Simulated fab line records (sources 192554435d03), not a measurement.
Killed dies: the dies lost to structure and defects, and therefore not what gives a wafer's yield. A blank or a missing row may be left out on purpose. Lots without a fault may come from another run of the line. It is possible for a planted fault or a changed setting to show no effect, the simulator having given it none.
fab line records	flow n5Finfet
record: lots: 7	wafers: 21
route steps=1938 shown MOL_CONTACT_COAG@560 BEOL_M0_SAQP@693 BEOL_M1@753 BEOL_M2@846
startH: hours from the record's first day to the start of the lot's first wafer shown	waitH: hours elapsed since this lot's preceding step	" repeats the value in the row above	L1.1+2: one row covering several wafers at once	- value missing, or start not given	* or withheld: withheld	< > ~ a bound
route shown NAME@n: a module of which the file shows steps, and the number in the route of the first	usual: mean/standard deviation of fault-free wafers	same: alike in all rows	chamber/n: place in a boat	sites: the reading at each site	_std_site: how widely they spread, as a standard deviation	_edge_site: inner sites' mean taken away from outer sites' mean	radiusMm: how far each site lies from the wafer's centre	mask NAME#n: copy n	behind: the last tool/chamber to shape the wafer	hold: what put the lot on hold/how long, in hours/how the hold closed	device: whichever transistor did not switch (one of n, p or np)	end of line: the same wafers' tests at the end of the route	step lacking rows: just its recipe	killed: not the wafer's yield, but the dies lost to structure and defects at the first sort	map: the dies of a wafer, with x for killed, . for not killed, _ for no die there
set.NAME: the run value of the setting; set.NAME@STEP: its run value at that earlier step	model.NAME: the simulator's own value behind a step, which no gauge read
lots run with intentionally changed settings; tables by step, rows by wafer
== steps ==
step: N5_MOL_CONTACT_COAG_CMP_28
recipe: stopOn: SiNx	tOverpolishS: 0.85	postCmpClean: alkalineBrush	downForcePsi: 4.15	platenRpm: 51.8	padVelocityMS: 1.0307	targetThkNm: 14.522
lot.wafer	tool	chamber	startH	waitH	set.downForcePsi	set.downForcePsi@MOL_CONTACT_COAG_CMP_23	model.SiNx_of_GATE_CUT_SAC_CAP_01.thkNm
L074.4	cmp-02	0	96.64	0.8	4.15	2	18
L074.1	"	2	"	"	4.15	2.319	17.6
L074.3	"	3	"	"	4.473	2.319	17.4
L079.1	cmp-02	0	130.93	0.8	4.402	2	18
L079.2	"	1	"	"	4.402	2.405	17.4
L079.5	"	1	"	"	4.15	2	18
L084.4+6	cmp-03	0	158.87	0.8	4.15	2.395	17.6
L084.3	"	1	"	"	3.266	2	18
L087.2	cmp-03	3	175.33	0.8	4.15	2	17.8
L087.4+6	"	1,2	"	"	4.15	2	18
L088.2	cmp-04	3	184.80	0.9	4.15	1.676	18.2
L088.6	"	1	"	"	4.15	2	17.8
L088.5	"	2	"	"	4.15	2	18
L089.1+6	cmp-03	2	189.81	0.8	4.15	1.591	18.4
L089.2	"	3	"	"	4.15	2	18
L091.4	cmp-04	3	197.09	0.8	3.898	1.851	18.2
L091.3+6	"	1,3	"	"	4.15	2	18
step: N5_MOL_CONTACT_COAG_THK_MEAS_29
recipe: reads: SiNx_of_GATE_CUT_PECVD_57+SiNx_of_GATE_CUT_SAC_CAP_01
usual: MD_CAP_THK: 17.93/0.077
lot.wafer	tool	chamber	startH	waitH	set.downForcePsi@MOL_CONTACT_COAG_CMP_23	MD_CAP_THK[nm]
L074.1	filmMetro-01	-	96.94	-	2.319	17.60
L074.3	"	-	"	"	2.319	17.53
L074.4	"	-	"	"	2	17.96
L079.1	filmMetro-01	-	131.22	-	2	18.00
L079.2	"	-	"	"	2.405	17.40
L079.5	"	-	"	"	2	17.97
L084.3	filmMetro-01	-	159.14	-	2	17.95
L084.4	"	-	"	"	2.395	17.65
L084.6	"	-	"	"	2.395	17.48
L087.2	filmMetro-01	-	175.58	-	2	17.87
L087.4	"	-	"	"	2	18.01
L087.6	"	-	"	"	2	18.02
L088.2	filmMetro-01	-	185.02	-	1.676	18.25
L088.5	"	-	"	"	2	17.96
L088.6	"	-	"	"	2	17.88
L089.1	filmMetro-01	-	190.11	-	1.591	18.34
L089.2	"	-	"	"	2	18.02
L089.6	"	-	"	"	1.591	18.40
L091.3	filmMetro-01	-	197.38	-	2	18.03
L091.4	"	-	"	"	1.851	18.20
L091.6	"	-	"	"	2	17.98
step: N5_MOL_CONTACT_COAG_COAT_76
recipe: resist: SiARC	tempC: 220	timeS: 60	spinRpm: 1500	resistThkNm: 10
lot.wafer	tool	chamber	startH	waitH	set.spinRpm	model.SiARC_of_MOL_CONTACT_COAG_COAT_76.thkNm
L074.1	lithoTrack-05	0	-	-	1360	10.6
L074.3+4	"	0	"	"	1500	10
L079.1	lithoTrack-01	0	-	-	1363	10.6
L079.2+5	"	0	"	"	1500	10
L084.3+4	lithoTrack-01	0	-	-	1648	9.6
L084.6	"	0	"	"	1500	10
L087.2+4+6	lithoTrack-01	0	-	-	1500	10
L088.2+5+6	lithoTrack-05	0	-	-	1500	10
L089.1	lithoTrack-05	0	-	-	1500	10
L089.2+6	"	0	"	"	1657	9.6
L091.3+4+6	lithoTrack-04	0	-	-	1500	10
step: N5_MOL_CONTACT_COAG_COAT_77
recipe: resist: underlayer	tempC: 205	timeS: 60	spinRpm: 1500	resistThkNm: 10
step: N5_MOL_CONTACT_COAG_COAT_78
recipe: resist: CAR-EUV	spinRpm: 1500	resistThkNm: 40
step: N5_MOL_CONTACT_COAG_DESCUM_88
recipe: chemistry: O2	timeS: 7	sourcePowerW: 50	biasPowerW: 20	pressureMtorr: 20	rfFrequencyHz: 2.712e+07	tempC: 40	resist: CAR-EUV	o2FlowSccm: 225
step: N5_MOL_CONTACT_COAG_ETCH_89
recipe: chemistry: N2/H2	target: underlayer	targetDepthA: 130	maskMaterial: CAR-EUV	timeS: 10.4	ionEnergyEv: 200	pressureMtorr: 30	sourceW: 840	biasW: 150	n2FlowSccm: 200	h2FlowSccm: 200	ends: cleared
step: N5_MOL_CONTACT_COAG_ETCH_90
recipe: chemistry: CF4	target: SiARC	targetDepthA: 130	maskMaterial: CAR-EUV	timeS: 21.7	ionEnergyEv: 80	pressureMtorr: 40	sourceW: 545	biasW: 36	Ar_flow_sccm: 100	cf4FlowSccm: 100	ends: cleared
lot.wafer	tool	chamber	startH	waitH	set.spinRpm@MOL_CONTACT_COAG_COAT_76	model.etch.depthNm
L074.1	rieDiel-03	0	99.90	0.0	1360	10.53
L074.3	"	3	"	"	1500	9.996
L074.4	"	1	"	"	1500	10.02
L079.1	rieDiel-01	2	133.92	0.0	1363	10.54
L079.2	"	3	"	"	1500	10.07
L079.5	"	1	"	"	1500	10.01
L084.3	rieDiel-01	2	160.70	0.0	1648	9.561
L084.4	"	1	"	"	1648	9.513
L084.6	"	1	"	"	1500	10.02
L087.2	rieDiel-03	2	177.29	0.0	1500	9.996
L087.4	"	3	"	"	1500	10.03
L087.6	"	1	"	"	1500	10.01
L088.2	rieDiel-01	0	186.12	0.0	1500	10.03
L088.5	"	1	"	"	1500	10
L088.6	"	0	"	"	1500	10.02
L089.1	rieDiel-03	1	191.77	0.0	1500	10.02
L089.2+6	"	0,1	"	"	1657	9.571
L091.3+6	rieDiel-03	0,1	198.47	0.0	1500	10
L091.4	"	2	"	"	1500	10.02
step: N5_MOL_CONTACT_COAG_ALD_131
recipe: material: SiO2	targetThkA: 50	tempC: 100	aldPrecursorFamily: BDEAS	aldCoReactant: O2-plasma	pulseTimeS: 1	coReactantPulseTimeS: 1	purgeTimeS: 2	coReactantPurgeTimeS: 2	aldCycles: 35	pressureTorr: 2
step: N5_MOL_CONTACT_COAG_ETCHBACK_132
recipe: chemistry: CHF3	target: SiO2	targetDepthA: 100	timeS: 6.7	ionEnergyEv: 200	pressureMtorr: 30	sourceW: 610	biasW: 170	Ar_flow_sccm: 200	CHF3_flow_sccm: 50
lot.wafer	tool	chamber	startH	waitH	set.spinRpm@MOL_CONTACT_COAG_COAT_76	model.CAR-EUV_of_MOL_CONTACT_COAG_COAT_78.thkNm
L074.1	rieDiel-04	3	100.16	0.1	1360	15
L074.3+4	"	2,0	"	"	1500	15.4
L079.1	rieDiel-04	0	134.18	0.1	1363	15
L079.2	"	1	"	"	1500	15.4
L079.5	"	2	"	"	1500	15.6
L084.3	rieDiel-01	3	160.96	0.1	1648	15.8
L084.4	"	0	"	"	1648	16.2
L084.6	"	3	"	"	1500	15.6
L087.2+4	rieDiel-03	1,0	177.55	0.1	1500	15.4
L087.6	"	1	"	"	1500	15.6
L088.2+5	rieDiel-04	0,1	186.56	0.1	1500	15.6
L088.6	"	3	"	"	1500	15.4
L089.1	rieDiel-04	3	192.10	0.2	1500	15.2
L089.2	"	1	"	"	1657	15.8
L089.6	"	0	"	"	1657	15.6
L091.3+4	rieDiel-01	3	198.83	0.2	1500	15.4
L091.6	"	0	"	"	1500	15.6
step: N5_MOL_CONTACT_COAG_ETCH_91
recipe: chemistry: N2/H2	target: SOC	targetDepthA: 600	overetchA: 210	maskMaterial: SiARC	tempC: 40	timeS: 101.2	ionEnergyEv: 200	pressureMtorr: 30	sourceW: 840	biasW: 150	n2FlowSccm: 200	h2FlowSccm: 200
step: N5_MOL_CONTACT_COAG_STRIP_92
recipe: chemistry: N2/H2	tempC: 40	n2FlowSccm: 200	h2FlowSccm: 200	rfFrequencyHz: 6e+07
step: N5_MOL_CONTACT_COAG_VIA_ETCH_46
recipe: chemistry: C4F6/O2	targetDepthA: 460	overetchA: 92	maskMaterial: SOC	target: SiO2	biasW: 455	pressureMtorr: 10	timeS: 40	sourceW: 325	Ar_flow_sccm: 300	C4F6_flow_sccm: 10	O2_flow_sccm: 10	ionEnergyEv: 575.3	ends: endPoint
step: N5_MOL_CONTACT_COAG_STRIP_96
recipe: chemistry: N2/H2	powerW: 500	tempC: 40	pressureMtorr: 50	rfFrequencyHz: 6e+07	overashFraction: 0.3	biasPowerW: 28	h2Frac: 0.5	n2FlowSccm: 300	h2FlowSccm: 300
step: N5_MOL_CONTACT_COAG_ETCH_47
recipe: chemistry: CH3F/O2	target: SiNx	targetDepthA: 270	maskMaterial: SiO2	stopOn: W	overEtchFrac: 0.2	ionEnergyEv: 120	endpoint: OES-CN	pressureMtorr: 30	sourceW: 395	biasW: 73	Ar_flow_sccm: 150	CH3F_flow_sccm: 30	O2_flow_sccm: 20	ends: endPoint
lot.wafer	tool	chamber	startH	waitH	set.downForcePsi@MOL_CONTACT_COAG_CMP_23	model.MOL_CONTACT_COAG.featureDepthNm	model.etch.depthNm
L074.1	rieDiel-04	3	100.42	0.0	2.319	18.2	17.62
L074.3	"	2	"	"	2.319	18	17.47
L074.4	"	0	"	"	2	18.6	17.97
L079.1	rieDiel-04	0	134.44	0.0	2	18.6	17.95
L079.2	"	1	"	"	2.405	18	17.44
L079.5	"	2	"	"	2	18.6	17.96
L084.3	rieDiel-01	3	161.23	0.0	2	18.6	17.97
L084.4	"	0	"	"	2.395	18.2	17.64
L084.6	"	3	"	"	2.395	18	17.5
L087.2	rieDiel-03	1	177.82	0.0	2	18.4	17.9
L087.4	"	0	"	"	2	18.6	18.05
L087.6	"	1	"	"	2	18.6	18.01
L088.2	rieDiel-04	0	186.82	0.0	1.676	18.8	18.25
L088.5	"	1	"	"	2	18.6	18
L088.6	"	3	"	"	2	18.6	17.9
L089.1	rieDiel-04	3	192.36	0.0	1.591	19	18.37
L089.2	"	1	"	"	2	18.6	17.99
L089.6	"	0	"	"	1.591	19	18.43
L091.3	rieDiel-01	3	199.09	0.0	2	18.6	18.01
L091.4	"	3	"	"	1.851	18.8	18.18
L091.6	"	0	"	"	2	18.6	17.99
step: N5_BEOL_M0_SAQP_ETCH_88
recipe: chemistry: N2/H2	target: underlayer	targetDepthA: 65	timeS: 5.2	ionEnergyEv: 200	maskMaterial: CAR-EUV	pressureMtorr: 30	sourceW: 840	biasW: 150	n2FlowSccm: 200	h2FlowSccm: 200	ends: cleared
usual: rfVppV: 523.7/2.6
lot.wafer	tool	chamber	startH	waitH	set.sourceW	rfVppV
L074.1	rieDiel-06	3	112.70	0.0	840	526.4
L074.3	"	1	"	"	960.5	501.0
L074.4	"	0	"	"	960.5	507.0
L079.1	rieDiel-05	1	146.15	0.0	840	519.5
L079.2	"	2	"	"	840	523.2
L079.5	"	2	"	"	840	523.2
L084.3	rieDiel-02	2	174.06	0.0	905.5	507.1
L084.4	"	1	"	"	840	525.5
L084.6	"	1	"	"	905.5	511.6
L087.2	rieDiel-06	0	192.10	0.0	840	523.8
L087.4	"	2	"	"	840	521.7
L087.6	"	0	"	"	840	525.7
L088.2	rieDiel-06	3	199.73	0.0	840	528.3
L088.5	"	3	"	"	748.8	546.2
L088.6	"	0	"	"	748.8	544.4
L089.1	rieDiel-05	3	203.55	0.0	787.1	537.5
L089.2	"	1	"	"	840	521.0
L089.6	"	2	"	"	787.1	532.7
L091.3	rieDiel-06	2	211.23	0.0	840	521.1
L091.4	"	1	"	"	840	523.6
L091.6	"	0	"	"	840	523.5
step: N5_BEOL_M1_PECVD_72
recipe: material: SiO2	targetThkA: 160	tempC: 400	precursor: TEOS/O2	pressureTorr: 5.5	rfW: 450	teosFlowSccm: 53.8	gas: O2	flowSccm: 3000	timeS: 18
lot.wafer	tool	chamber	startH	waitH	set.timeS	model.SiO2_of_BEOL_M1_PECVD_72.thkNm
L074.1	pecvd-04	2	118.87	0.0	16.01	14.2
L074.3+4	"	1,0	"	"	18	16.2
L079.1	pecvd-03	0	155.91	0.0	18	16
L079.2	"	2	"	"	18	16.2
L079.5	"	1	"	"	18	16.6
L084.3+4	pecvd-03	2	186.63	0.0	18	16.2
L084.6	"	1	"	"	18	16.4
L087.2	pecvd-01	2	198.86	0.0	18	16.4
L087.4	"	2	"	"	18	16.8
L087.6	"	0	"	"	18	16.2
L088.2	pecvd-03	0	209.05	0.0	18	16
L088.5	"	2	"	"	18	16.6
L088.6	"	1	"	"	18	16.2
L089.1+6	pecvd-04	2,0	211.56	0.0	18	15.6
L089.2	"	1	"	"	20.09	17.4
L091.3	pecvd-04	0	218.35	0.0	18	15.8
L091.4	"	2	"	"	16.69	15
L091.6	"	0	"	"	18	16
step: N5_BEOL_M1_COAT_05
recipe: resist: CAR-EUV	spinRpm: 1500	resistThkNm: 30
lot.wafer	tool	chamber	startH	waitH	set.spinRpm	model.CAR-EUV_of_BEOL_M1_COAT_05.thkNm
L074.1+4	lithoTrack-04	0	-	-	1500	30.2
L074.3	"	0	"	"	1420	31
L079.1	lithoTrack-04	0	-	-	1413	31.2
L079.2+5	"	0	"	"	1500	30.2
L084.3	lithoTrack-02	0	-	-	1360	31.4
L084.4+6	"	0	"	"	1500	30
L087.2+4+6	lithoTrack-02	0	-	-	1500	30
L088.2	lithoTrack-01	0	-	-	1500	29.8
L088.5	"	0	"	"	1553	29.4
L088.6	"	0	"	"	1500	30
L089.1	lithoTrack-04	0	-	-	1500	30
L089.2	"	0	"	"	1632	28.8
L089.6	"	0	"	"	1632	28.6
L091.3+4	lithoTrack-01	0	-	-	1500	30
L091.6	"	0	"	"	1407	31
step: N5_BEOL_M1_EBR_07
recipe: solvent: PGMEA	ebrWidthMm: 1.5
step: N5_BEOL_M1_SOFTBAKE_06
recipe: tempC: 110	timeS: 60	resist: CAR-EUV
step: N5_BEOL_M1_DESCUM_16
recipe: chemistry: O2	timeS: 7	sourcePowerW: 50	biasPowerW: 20	pressureMtorr: 20	rfFrequencyHz: 2.712e+07	tempC: 40	resist: CAR-EUV	o2FlowSccm: 225
lot.wafer	tool	chamber	startH	waitH	set.spinRpm@BEOL_M1_COAT_05	model.CAR-EUV_of_BEOL_M1_COAT_05.thkNm
L074.1+4	rieDiel-06	1,2	121.63	0.0	1500	26.2
L074.3	"	0	"	"	1420	27
L079.1	rieDiel-05	2	156.94	0.0	1413	27.2
L079.2+5	"	0,2	"	"	1500	26.2
L084.3	rieDiel-05	3	188.19	0.0	1360	27.6
L084.4	"	1	"	"	1500	26.2
L084.6	"	3	"	"	1500	26
L087.2+6	rieDiel-05	3	201.96	0.3	1500	26
L087.4	"	0	"	"	1500	26.2
L088.2	rieDiel-05	3	209.77	0.0	1500	25.8
L088.5	"	2	"	"	1553	25.4
L088.6	"	1	"	"	1500	26
L089.1	rieDiel-05	1	212.62	0.0	1500	26
L089.2	"	2	"	"	1632	24.8
L089.6	"	2	"	"	1632	24.6
L091.3+4	rieDiel-05	0,2	219.51	0.0	1500	26
L091.6	"	2	"	"	1407	27
step: N5_BEOL_M2_COAT_62
recipe: resist: SiARC	tempC: 220	timeS: 60	spinRpm: 1500	resistThkNm: 12
lot.wafer	tool	chamber	startH	waitH	set.spinRpm	model.SiARC_of_BEOL_M2_COAT_62.thkNm
L074.1+3	lithoTrack-03	0	-	-	1500	12
L074.4	"	0	"	"	1638	11.6
L079.1+5	lithoTrack-03	0	-	-	1500	12
L079.2	"	0	"	"	1589	11.6
L084.3+4	lithoTrack-02	0	-	-	1336	12.8
L084.6	"	0	"	"	1500	12
L087.2+4+6	lithoTrack-05	0	-	-	1500	12
L088.2+5	lithoTrack-02	0	-	-	1432	12.2
L088.6	"	0	"	"	1500	12
L089.1+2	lithoTrack-02	0	-	-	1333	12.8
L089.6	"	0	"	"	1500	12
L091.3	lithoTrack-03	0	-	-	1500	12
L091.4+6	"	0	"	"	1457	12.2
step: N5_BEOL_M2_COAT_73
recipe: resist: underlayer	tempC: 205	timeS: 60	spinRpm: 1500	resistThkNm: 5
step: N5_BEOL_M2_COAT_05
recipe: resist: CAR-EUV	spinRpm: 1500	resistThkNm: 30
step: N5_BEOL_M2_DESCUM_16
recipe: chemistry: O2	timeS: 7	sourcePowerW: 50	biasPowerW: 20	pressureMtorr: 20	rfFrequencyHz: 2.712e+07	tempC: 40	resist: CAR-EUV	o2FlowSccm: 225
step: N5_BEOL_M2_ETCH_74
recipe: chemistry: N2/H2	target: underlayer	targetDepthA: 65	maskMaterial: CAR-EUV	timeS: 5.2	ionEnergyEv: 200	pressureMtorr: 30	sourceW: 840	biasW: 150	n2FlowSccm: 200	h2FlowSccm: 200	ends: cleared
step: N5_BEOL_M2_ETCH_63
recipe: chemistry: CF4	target: SiARC	targetDepthA: 156	maskMaterial: CAR-EUV	timeS: 26	ionEnergyEv: 80	pressureMtorr: 40	sourceW: 545	biasW: 36	Ar_flow_sccm: 100	cf4FlowSccm: 100	ends: cleared
lot.wafer	tool	chamber	startH	waitH	set.spinRpm@BEOL_M2_COAT_62	model.etch.depthNm
L074.1	rieDiel-04	1	147.59	0.0	1500	11.99
L074.3	"	2	"	"	1500	12.01
L074.4	"	3	"	"	1638	11.51
L079.1	rieDiel-01	0	166.09	0.0	1500	11.93
L079.2	"	2	"	"	1589	11.64
L079.5	"	3	"	"	1500	12
L084.3+4	rieDiel-04	1,0	197.20	0.0	1336	12.74
L084.6	"	3	"	"	1500	12.04
L087.2	rieDiel-01	3	219.19	0.0	1500	12.02
L087.4	"	3	"	"	1500	12
L087.6	"	0	"	"	1500	11.99
L088.2	rieDiel-03	0	227.48	0.0	1432	12.3
L088.5	"	0	"	"	1432	12.27
L088.6	"	2	"	"	1500	11.98
L089.1+2	rieDiel-03	0,3	228.26	0.0	1333	12.74
L089.6	"	3	"	"	1500	12.07
L091.3	rieDiel-01	1	230.99	0.0	1500	11.96
L091.4	"	3	"	"	1457	12.17
L091.6	"	0	"	"	1457	12.15
step: N5_BEOL_M2_ETCH_64
recipe: chemistry: N2/H2	target: SOC	targetDepthA: 750	overetchA: 225	maskMaterial: SiARC	tempC: 40	timeS: 121.9	ionEnergyEv: 200	pressureMtorr: 30	sourceW: 840	biasW: 150	n2FlowSccm: 200	h2FlowSccm: 200
lot.wafer	tool	chamber	startH	waitH	set.spinRpm@BEOL_M2_COAT_62	model.SiARC_of_BEOL_M2_COAT_62.thkNm
L074.1	rieDiel-04	1	147.62	0.0	1500	6.2
L074.3	"	2	"	"	1500	6.4
L074.4	"	3	"	"	1638	5.8
L079.1	rieDiel-01	0	166.12	0.0	1500	6.6
L079.2	"	2	"	"	1589	6.2
L079.5	"	3	"	"	1500	6.4
L084.3	rieDiel-04	1	197.23	0.0	1336	6.8
L084.4	"	0	"	"	1336	7.4
L084.6	"	3	"	"	1500	6.2
L087.2+4	rieDiel-01	3	219.22	0.0	1500	6.4
L087.6	"	0	"	"	1500	6.6
L088.2+5	rieDiel-03	0	227.51	0.0	1432	6.6
L088.6	"	2	"	"	1500	6.2
L089.1+2	rieDiel-03	0,3	228.29	0.0	1333	7.2
L089.6	"	3	"	"	1500	6.6
L091.3	rieDiel-01	1	231.02	0.0	1500	6.2
L091.4	"	3	"	"	1457	6.6
L091.6	"	0	"	"	1457	6.8
== key ==
split: step: N5_MOL_CONTACT_COAG_CMP_28	setting: downForcePsi	stated: 4.15	by: wafer
response none clear
split: step: N5_MOL_CONTACT_COAG_COAT_76	setting: spinRpm	stated: 1500	by: wafer
response: step: N5_MOL_CONTACT_COAG_COAT_76	reading: model.SiARC_of_MOL_CONTACT_COAG_COAT_76.thkNm	change: -0.0509	per: 1%	r: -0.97
response: step: N5_MOL_CONTACT_COAG_ETCH_90	reading: model.etch.depthNm	change: -0.0502	per: 1%	r: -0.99
response: step: N5_MOL_CONTACT_COAG_ETCHBACK_132	reading: model.CAR-EUV_of_MOL_CONTACT_COAG_COAT_78.thkNm	change: +0.0463	per: 1%	r: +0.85
split: step: N5_BEOL_M0_SAQP_ETCH_88	setting: sourceW	stated: 840	by: wafer
response: step: N5_BEOL_M0_SAQP_ETCH_88	reading: rfVppV	change: -1.7	per: 1%	r: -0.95
split: step: N5_BEOL_M1_PECVD_72	setting: timeS	stated: 18	by: wafer
response: step: N5_BEOL_M1_PECVD_72	reading: model.SiO2_of_BEOL_M1_PECVD_72.thkNm	change: +0.16	per: 1%	r: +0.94
split: step: N5_BEOL_M1_COAT_05	setting: spinRpm	stated: 1500	by: wafer
response: step: N5_BEOL_M1_COAT_05	reading: model.CAR-EUV_of_BEOL_M1_COAT_05.thkNm	change: -0.153	per: 1%	r: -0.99
response: step: N5_BEOL_M1_DESCUM_16	reading: model.CAR-EUV_of_BEOL_M1_COAT_05.thkNm	change: -0.157	per: 1%	r: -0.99
split: step: N5_BEOL_M2_COAT_62	setting: spinRpm	stated: 1500	by: wafer
response: step: N5_BEOL_M2_COAT_62	reading: model.SiARC_of_BEOL_M2_COAT_62.thkNm	change: -0.0642	per: 1%	r: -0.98
response: step: N5_BEOL_M2_ETCH_63	reading: model.etch.depthNm	change: -0.0598	per: 1%	r: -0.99
response: step: N5_BEOL_M2_ETCH_64	reading: model.SiARC_of_BEOL_M2_COAT_62.thkNm	change: -0.0667	per: 1%	r: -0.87
split outsideThisFile step=N5_MOL_CONTACT_COAG_CMP_23 setting=downForcePsi
split outsideThisFile: this setting was split too, and the file shows its column; the key of that split is in another file
